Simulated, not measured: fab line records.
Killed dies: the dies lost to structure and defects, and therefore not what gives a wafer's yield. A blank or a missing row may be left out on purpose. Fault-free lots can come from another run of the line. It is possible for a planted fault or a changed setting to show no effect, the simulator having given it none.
Chamber matching + flow n5_finfet + N5_BEOL_M11_CURE_71 on uv_cure-02 has 3 sister chambers
The step cures SiCOH lowk, time 240 s. 3 wafers are shown with their chamber, then 7 later ones without.

WAFERS PAIRED WITH THEIR CHAMBERS
| wafer  | chamber | wafer_temp_C_max |
|--------|---------|------------------|
| L082.6 | 2       | 386.4            |
| L089.6 | 0       | 387.7            |
| L093.4 | 1       | 386.3            |

WAFERS WHOSE CHAMBER IS MISSING
| wafer  | wafer_temp_C_max |
|--------|------------------|
| L093.5 | 385.9            |
| L092.1 | 386.2            |
| L092.2 | 386.8            |
| L092.5 | 386.2            |
| L097.2 | 388.6            |
| L097.3 | 389.1            |
| L097.5 | 388.4            |

WHICH CHAMBER EACH WENT THROUGH
| wafer  | from the rows above          | in truth |
|--------|------------------------------|----------|
| L093.5 | can't be placed: 1 or 2 or 0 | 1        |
| L092.1 | can't be placed: 1 or 2 or 0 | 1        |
| L092.2 | can't be placed: 2 or 1 or 0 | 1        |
| L092.5 | can't be placed: 1 or 2 or 0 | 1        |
| L097.2 | can't be placed: 0 or 2 or 1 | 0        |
| L097.3 | can't be placed: 0 or 2 or 1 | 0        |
| L097.5 | can't be placed: 0 or 2 or 1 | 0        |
Placed correctly: 0 of 7. Unplaceable from these rows: 7, with the true chamber sitting among the candidates in 7. 0 placed wrongly.
How it was worked out, from the rows above alone: a wafer's distance from a chamber is the root of the sum, over the readings, of the square of ((its reading less the chamber's mean) divided by the reading's scatter). The wafer belongs to the nearest chamber; if the next one is less than 2 further off, it can't be placed. Each chamber's mean is taken over the wafers shown for it. The scatter: with one shown wafer a chamber, the root of the mean of the squares of how far each hidden wafer lies from its nearest shown one.
